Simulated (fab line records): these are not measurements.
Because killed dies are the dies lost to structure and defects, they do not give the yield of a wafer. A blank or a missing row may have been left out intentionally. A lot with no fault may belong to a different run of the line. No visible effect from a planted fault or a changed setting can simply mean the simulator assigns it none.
fab line records    flow nandHarc
record lots=6  wafers=18  lastDay=32
route steps=1302 shown A_M1@1181
lots untouched by any fault: they come from a run of this same line in which no faults occurred
startH: hours from the record's opening day to when the first of the lot's shown wafers began    waitH: hours from the lot's prior step to this one    " same as the row above    L1.1+2: a row that stands for several wafers    - no value, or no start given    * or withheld: withheld    < > ~ a bound
route shown NAME@n: names a module that has steps shown in the file, with the first one's number in the route    usual: mean and standard deviation over wafers with no fault    same: alike in all rows    chamber/n: place in a boat    sites: the reading at each site    _std_site: their standard deviation    _edge_site: the outer-site mean with the inner-site mean subtracted    radiusMm: for every site, how far away it sits from the centre of the wafer    mask NAME#n: copy n    behind: tool/chamber where the wafer was last shaped    hold: what put the lot on hold/how long, in hours/how the hold closed    device: which transistor (n, p or np) failed to switch    end of line: the same wafers' tests at the end of the route    for a step that has no rows: nothing shown but its recipe    killed: dies lost to structure and defects at the first sort, not the wafer's yield    map: a wafer's dies, x killed, . not, _ none there
set.NAME: the setting that was run; set.NAME@STEP: the one run at that earlier step    model.NAME: the simulator's own value behind a step, which no gauge read
lots at selected steps of the route; one table per step, one row per wafer
services: the hour from which a tool's chamber was out of use, counted from the record's first day as startH (under 0 if before that day), plus the number of hours and why
## steps
# step NHARC_A_M1_INSPECT_11
# usual rawDefectCount=93/36
lot.wafer  tool              chamber  startH  waitH  rawDefectCount
L347.1     defectInspect-01  -        511.36  0.0    69
L347.2     "                 -        "       "      60
L347.4     "                 -        "       "      72
L348.1     defectInspect-01  -        526.88  0.1    94
L348.3     "                 -        "       "      93
L348.6     "                 -        "       "      112
L355.3     defectInspect-01  -        602.27  0.0    75
L355.4     "                 -        "       "      85
L355.5     "                 -        "       "      79
L356.3     defectInspect-01  -        607.29  0.0    105
L356.5     "                 -        "       "      121
L356.6     "                 -        "       "      95
L368.3     defectInspect-01  -        718.71  0.0    47
L368.5     "                 -        "       "      55
L368.6     "                 -        "       "      35
L369.4     defectInspect-01  -        728.87  0.0    111
L369.5     "                 -        "       "      106
L369.6     "                 -        "       "      97
# step NHARC_A_M1_DESCUM_14
# recipe timeS=3  o2FlowSccm=200  arFlowSccm=0  biasPowerW=0  chemistry=O2
# step NHARC_A_M1_ETCH_35
# recipe targetDepthA=400  overetchA=120  timeS=43.94  ionEnergyEv=200  n2FlowSccm=150  h2FlowSccm=150  arFlowSccm=0  rfW=400  biasW=150  chemistry=N2/H2
# usual drypumpMotorCurrentA=5.5/0.58  oesProductAu=0.997/0.0094  rfVppV=429.6/2.8  showerheadPlenumPTorr=2.01/0.1  throttleValvePct=14.171/0.0088
lot.wafer  tool        chamber  startH  waitH  drypumpMotorCurrentA  oesProductAu  rfHoursCounterH  rfVppV  showerheadPlenumPTorr  throttleValvePct
L347.4     rieDiel-11  2        511.51  0.1    4.7                   0.998         3.0              427.5   1.90                   14.171
L347.1     "           0        "       "      5.4                   0.977         3.3              433.1   2.17                   14.165
L347.2     "           1        "       "      5.8                   0.997         2.6              431.8   2.10                   14.177
L348.1     rieDiel-11  0        527.04  0.1    5.4                   0.993         3.5              436.1   2.17                   14.170
L348.3     "           1        "       "      5.8                   1.019         2.8              432.2   2.10                   14.168
L348.6     "           2        "       "      4.7                   0.994         -                427.1   1.90                   14.194
L355.3     rieDiel-06  3        602.42  0.1    5.2                   0.994         8.5              427.6   1.92                   14.166
L355.4     "           0        "       "      5.5                   1.000         7.4              428.6   1.97                   14.177
L355.5     "           3        "       "      5.2                   1.007         -                427.9   1.92                   14.184
L356.3     rieDiel-10  2        607.45  0.1    5.3                   1.002         0.3              427.1   1.94                   14.170
L356.5     "           0        "       "      6.6                   0.999         -                430.3   2.00                   14.177
L356.6     "           1        "       "      6.4                   1.001         -                432.5   2.12                   14.165
L368.3     rieDiel-06  2        718.87  0.1    5.9                   1.012         5.2              433.8   2.14                   14.161
L368.5     "           3        "       "      5.2                   1.012         -                427.9   1.92                   14.170
L368.6     "           0        "       "      5.5                   0.999         -                428.2   1.97                   14.179
L369.4     rieDiel-10  3        729.06  0.1    6.2                   0.988         -                431.6   2.05                   14.181
L369.5     "           0        "       "      6.6                   1.000         -                429.7   2.00                   14.153
L369.6     "           1        "       "      6.4                   0.999         -                432.4   2.12                   14.173
# step NHARC_A_M1_ETCH_15
# recipe targetDepthA=1825  timeS=91.2  c4f8FlowSccm=withheld  arFlowSccm=400  rfW=600  biasW=300  chemistry=C4F8/Ar
# step NHARC_A_M1_CD_MEAS_16
# usual cdNm=119.6/0.79
lot.wafer  tool      chamber  startH  waitH  cdNm
L347.1     cdSem-02  -        511.73  -      120.3
L347.2     "         -        "       "      118.5
L347.4     "         -        "       "      118.5
L348.1     cdSem-01  -        527.25  -      120.1
L348.3     "         -        "       "      118.7
L348.6     "         -        "       "      119.0
L355.3     cdSem-01  -        602.64  -      121.1
L355.4     "         -        "       "      119.5
L355.5     "         -        "       "      120.2
L356.3     cdSem-03  -        607.66  -      119.4
L356.5     "         -        "       "      118.9
L356.6     "         -        "       "      118.1
L368.3     cdSem-03  -        719.08  -      120.0
L368.5     "         -        "       "      120.2
L368.6     "         -        "       "      119.8
L369.4     cdSem-01  -        729.29  -      120.2
L369.5     "         -        "       "      119.9
L369.6     "         -        "       "      120.1
# step NHARC_A_M1_STRIP_18
# recipe powerW=1000  n2FlowSccm=150  h2FlowSccm=150  arFlowSccm=0  biasW=0  chemistry=N2/H2
# step NHARC_A_M1_ETCH_28
# recipe targetDepthA=300  overEtchFrac=0.3  timeS=72.99  ionEnergyEv=150  cf4FlowSccm=50  n2FlowSccm=100  arFlowSccm=150  rfW=300  biasW=100  chemistry=CF4/N2
# usual drypumpMotorCurrentA=5.5/0.63  oesProductAu=1.000/0.011  rfVppV=313.5/2.1  showerheadPlenumPTorr=2.59/0.12  throttleValvePct=19.793/0.0093
lot.wafer  tool        chamber  startH  waitH  drypumpMotorCurrentA  oesProductAu  rfHoursCounterH  rfVppV  showerheadPlenumPTorr  throttleValvePct
L347.4     rieDiel-11  1        -       -      5.8                   1.001         3                316.9   2.70                   19.775
L347.1     "           2        "       "      4.7                   0.995         3                313.0   2.46                   19.785
L347.2     "           3        "       "      4.7                   0.991         3                309.8   2.46                   19.813
L348.3     rieDiel-10  2        -       -      5.3                   1.020         8                311.9   2.50                   19.782
L348.1     "           3        "       "      6.2                   0.997         9                314.4   2.64                   19.780
L348.6     "           2        "       "      5.3                   1.018         -                311.7   2.50                   19.774
L355.3     rieDiel-11  0        -       -      5.4                   1.004         0                316.6   2.78                   19.798
L355.4     "           2        "       "      4.7                   1.007         0                309.8   2.46                   19.805
L355.5     "           3        "       "      4.7                   0.990         -                312.2   2.46                   19.798
L356.3     rieDiel-11  0        -       -      5.4                   1.011         0                317.3   2.78                   19.790
L356.5     "           2        "       "      4.7                   0.998         -                311.1   2.46                   19.798
L356.6     "           3        "       "      4.7                   1.000         -                312.4   2.45                   19.805
L368.3     rieDiel-10  0        -       -      6.6                   0.987         10               312.4   2.58                   19.807
L368.5     "           0        "       "      6.6                   1.006         -                313.1   2.58                   19.789
L368.6     "           1        "       "      6.4                   1.005         -                314.7   2.72                   19.779
L369.4     rieDiel-06  2        -       -      5.9                   1.012         6                316.4   2.75                   19.788
L369.6     "           0        "       "      5.5                   1.014         -                313.3   2.54                   19.805
L369.5     "           1        "       "      5.8                   0.988         -                314.2   2.62                   19.786
# step NHARC_A_M1_STRIP_19
# recipe timeS=600  tempC=30  chemistry=postEtchResidueRemover
# step NHARC_A_M1_DEGAS_29
# recipe tempC=250  timeS=60
# usual heaterPowerW=320/35
lot.wafer  tool           chamber  startH  waitH  heaterPowerW
L347.2     pvdSputter-03  -        512.45  -      308
L347.4     "              -        "       "      304
L347.1     "              -        "       "      300
L348.3     pvdSputter-02  -        527.96  -      290
L348.1     "              -        "       "      388
L348.6     "              -        "       "      308
L355.4     pvdSputter-02  -        603.35  -      298
L355.3     "              -        "       "      379
L355.5     "              -        "       "      301
L356.3     pvdSputter-01  -        608.38  -      360
L356.5     "              -        "       "      292
L356.6     "              -        "       "      369
L368.3     pvdSputter-03  -        719.80  -      312
L368.5     "              -        "       "      315
L368.6     "              -        "       "      301
L369.4     pvdSputter-03  -        730.01  -      345
L369.5     "              -        "       "      317
L369.6     "              -        "       "      298
# step NHARC_A_M1_PRE_CLEAN_30
# recipe timeS=30  tempC=280  gas=H2/He
# usual heaterPowerW=394/44
lot.wafer  tool           chamber  startH  waitH  heaterPowerW
L347.1     pvdSputter-03  -        -       -      428
L347.2     "              -        "       "      376
L347.4     "              -        "       "      357
L348.3     pvdSputter-02  -        -       -      381
L348.1     "              -        "       "      460
L348.6     "              -        "       "      367
L355.4     pvdSputter-02  -        -       -      363
L355.3     "              -        "       "      378
L355.5     "              -        "       "      366
L356.3     pvdSputter-01  -        -       -      437
L356.5     "              -        "       "      379
L356.6     "              -        "       "      357
L368.3     pvdSputter-03  -        -       -      370
L368.6     "              -        "       "      383
L368.5     "              -        "       "      366
L369.4     pvdSputter-03  -        -       -      358
L369.5     "              -        "       "      376
L369.6     "              -        "       "      381
# step NHARC_A_M1_PVD_20
# recipe targetThkA=50  biasV=168.6  powerW=15000  chamberPressurePa=0.12  timeS=8.06  substrateTempC=50  material=TaN
# step NHARC_A_M1_PVD_21
# recipe targetThkA=300  chamberPressurePa=5  powerW=5000  substrateTempC=30  timeS=20.49  material=Cu
# step NHARC_A_M1_ECD_22
# recipe targetThkA=4000  bathTempC=25  material=Cu
lot.wafer   tool      chamber  startH  waitH
L347.2+1+4  ecdCu-01  1,0,0    512.80  -
L348.1+3+6  ecdCu-02  1,0,0    528.32  -
L355.4+3+5  ecdCu-01  0,1,0    603.81  -
L356.3+6+5  ecdCu-01  1,0,1    608.89  -
L368.3+6+5  ecdCu-02  1,1,0    720.28  -
L369.4+6+5  ecdCu-01  1,0,1    730.50  -
# step NHARC_A_M1_ANNEAL_31
# recipe tempC=225  timeS=90
# usual wafer_temp_C_max=226.2/0.31
lot.wafer  tool          chamber  startH  waitH  wafer_temp_C_max
L347.1     rtpAnneal-02  0        513.19  0.3    226.3
L347.2     "             0        "       "      225.8
L347.4     "             0        "       "      226.1
L348.1     rtpAnneal-01  0        528.70  0.3    226.5
L348.3     "             0        "       "      226.8
L348.6     "             0        "       "      226.5
L355.3     rtpAnneal-02  0        604.19  -      225.7
L355.4     "             0        "       "      226.4
L355.5     "             0        "       "      226.4
L356.3     rtpAnneal-01  0        609.22  0.3    226.8
L356.5     "             0        "       "      226.9
L356.6     "             0        "       "      226.4
L368.3     rtpAnneal-01  0        720.94  0.6    226.8
L368.5     "             0        "       "      226.7
L368.6     "             0        "       "      226.2
L369.4     rtpAnneal-01  0        730.89  -      226.1
L369.5     "             0        "       "      226.5
L369.6     "             0        "       "      226.6
# step NHARC_A_M1_CMP_23
# recipe tOverpolishS=20  targetThkNm=154.34
# usual motorCurrentA=11.6/0.93  slurryFlowMlMin=150.0/0.45  timeToEndpointS=28.2/2.3
lot.wafer  tool    chamber  startH  waitH  motorCurrentA  slurryFlowMlMin  timeToEndpointS
L347.1     cmp-01  1        513.53  -      11.6           150.6            28.1
L347.4     "       3        "       "      13.6           149.3            31.2
L347.2     "       0        "       "      10.6           149.8            29.0
L348.3     cmp-02  3        529.05  -      11.2           149.4            28.7
L348.1     "       2        "       "      11.7           150.6            29.3
L348.6     "       3        "       "      11.0           149.6            30.7
L355.3     cmp-01  2        604.46  -      10.7           150.6            13.7
L355.4     "       0        "       "      11.0           150.1            27.9
L355.5     "       2        "       "      10.6           150.0            14.6
L356.3     cmp-03  3        609.46  -      11.8           150.5            11.7
L356.5     "       3        "       "      11.4           149.6            11.9
L356.6     "       0        "       "      11.5           150.1            27.6
L368.3     cmp-01  1        721.18  -      11.3           149.4            27.9
L368.6     "       1        "       "      11.0           149.5            28.9
L368.5     "       2        "       "      10.7           150.0            29.4
L369.4     cmp-02  1        731.11  -      9.8            150.4            28.6
L369.6     "       0        "       "      12.5           150.2            23.5
L369.5     "       1        "       "      10.6           150.0            28.9
# step NHARC_A_M1_THK_MEAS_24
# recipe thkMeasGauge=xrf
# usual thkNm=154.1/1.5
lot.wafer  tool          chamber  startH  waitH  thkNm
L347.1     filmMetro-02  -        513.85  -      154.3
L347.2     "             -        "       "      155.9
L347.4     "             -        "       "      156.8
L348.1     filmMetro-02  -        529.37  -      153.8
L348.3     "             -        "       "      155.8
L348.6     "             -        "       "      152.8
L355.3     filmMetro-01  -        604.74  -      153.7
L355.4     "             -        "       "      157.6
L355.5     "             -        "       "      156.6
L356.3     filmMetro-02  -        609.77  -      152.8
L356.5     "             -        "       "      155.7
L356.6     "             -        "       "      155.1
L368.3     filmMetro-01  -        721.49  -      154.0
L368.5     "             -        "       "      151.4
L368.6     "             -        "       "      155.3
L369.4     filmMetro-02  -        731.40  -      154.4
L369.5     "             -        "       "      152.7
L369.6     "             -        "       "      151.7
## services
tool           chamber  startH  hours  kind
ecdCu-01       -        488.25  8.0    pm
cmp-01         -        494.39  0.8    repair
pvdSputter-03  -        502.00  10.0   pm
ecdCu-01       -        505.30  1.4    repair
pvdSputter-02  -        526.57  0.9    repair
rieDiel-11     1        544.97  13.2   repair
cmp-01         -        553.50  4.0    pm
rieDiel-11     3        570.24  9.9    repair
rieDiel-06     0        571.97  15.3   repair
rieDiel-10     -        572.50  9.0    pm
rieDiel-11     -        585.50  9.0    pm
rieDiel-10     2        594.51  12.0   repair
rieDiel-10     -        599.08  1.2    repair
rieDiel-10     2        612.59  3.0    repair
pvdSputter-02  -        614.00  10.0   pm
rieDiel-10     3        635.63  26.0   repair
rieDiel-10     1        640.03  2.7    repair
ecdCu-01       -        664.29  8.0    pm
rieDiel-11     2        669.27  8.2    repair
pvdSputter-03  -        677.18  4.3    repair
rieDiel-10     1        710.21  7.1    repair
rieDiel-10     2        723.92  9.0    repair
ecdCu-01       -        724.27  1.5    repair
rieDiel-10     -        724.92  3.7    repair
## key
firstSign step=NHARC_A_M1_CMP_23  reading=timeToEndpointS  direction=down  sigmas=6.5  usual=*  struck=*
effect none on later readings
metAt NHARC_A_M1_ECD_22
struckWafers L355.3,L355.5,L356.3,L356.5
onsetBetween 512.80 603.81
fault kind=processParameterDrift  tool=ecdCu-01  chamber=-  onsetH=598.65  steps=NHARC_A_M1_ECD_22  channel=targetThkA  offset=*  shape=step  endH=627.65  scope=struckWafersOnly  actsIn=*  stated=*
